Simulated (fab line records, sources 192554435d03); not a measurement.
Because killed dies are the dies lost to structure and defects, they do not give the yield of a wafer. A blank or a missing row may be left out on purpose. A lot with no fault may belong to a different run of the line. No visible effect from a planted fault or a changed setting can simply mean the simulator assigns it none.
The same fault as seen by 2 desks	flow n5 finfet	numbers are kept per desk, each desk with only its own; the story behind them comes last

## AT THE METROLOGY DESK
Lot by lot, what the gauges showed, no matter which tool ran the lot: averages of those sampled wafers that carry a number. Any lot whose mean is over 4 standard deviations away from the usual mean is out of limits and marked OUT; that distance is given in the brackets. Of its 12 readings 7 are shown: the one that was out of limits first, and those that lie furthest out on some lot.
Columns: A = CHAIN_V0 at N5_BEOL_M4_RC_MEAS_101, usual 238 ohm/link; B = CHAIN_V0_max_site at N5_BEOL_M4_RC_MEAS_101, usual 247 ohm/link; C = IOFF_P at N5_BEOL_M4_RC_MEAS_101, usual 0.219 nA/um; D = ION_P at N5_BEOL_M4_RC_MEAS_101, usual 464 uA/um; E = SS_P at N5_BEOL_M4_RC_MEAS_101, usual 73.4 mV/dec; F = VT_N at N5_BEOL_M4_RC_MEAS_101, usual 249.7 mV; G = VT_P at N5_BEOL_M4_RC_MEAS_101, usual -250 mV
lot	first seen here	A	B	C	D	E	F	G
L484	day 8 03:38	246	256	0.206	462	73.1	256.7	-249
L494	day 10 15:59	265	272	0.260	472	72.5	247.8	-245
L497	day 11 18:33	301 (+7.8) OUT	316 (+7.8) OUT	0.242	464	73.9	250.3	-248
L504	day 13 10:13	240	248	0.178	453	73.7	252.3	-254
Finding of this desk: L497 out of limits, first seen on L497 at day 11 18:33 (CHAIN_V0 at N5_BEOL_M4_RC_MEAS_101). In limits: L484, L494, L504.

## TOOL OWNER'S DESK, ald sin-03
The tool's own readings at N5_BEOL_M1_ALD_98 (deposits SiO2, target thk 2.5 nm, pulse time 1 s, co reactant pulse time 1 s): means of the sampled wafers that have a number, for each lot that ran on this tool. Any lot whose mean is over 4 standard deviations away from the usual mean is out of limits and marked OUT; that distance is given in the brackets.
Columns: A = chamber pressure Torr at N5_BEOL_M1_ALD_98, usual 2.000 Torr; B = heater power w at N5_BEOL_M1_ALD_98, usual 79 W; C = precursor pulse height rel at N5_BEOL_M1_ALD_98, usual 1.001; D = susceptor temp C at N5_BEOL_M1_ALD_98, usual 100.01 C
lot	first seen here	A	B	C	D
L484	day 6 11:22	1.998	80	1.014	100.01
L494	day 8 23:13	2.003	79	0.999	99.73
L497	day 9 16:38	1.995	80	1.022	99.96
This desk found nothing out of limits on any of the 3 lots.

## BROUGHT TOGETHER
On L497, the metrology desk was in a position to raise an alarm at day 11 18:33.
Nothing out of limits was seen by the tool owner's desk.
The tool owner's desk has L497 on record, within its limits.
Every lot named ran N5_BEOL_M1_ALD_98 on ald sin-03.

## WHAT THE SIMULATOR HAD INSERTED
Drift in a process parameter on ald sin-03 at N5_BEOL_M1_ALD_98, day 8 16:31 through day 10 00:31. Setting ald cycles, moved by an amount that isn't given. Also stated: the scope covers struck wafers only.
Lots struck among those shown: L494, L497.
Delay in hours, fault start to first out-of-limits reading, per desk: metrology desk 74.
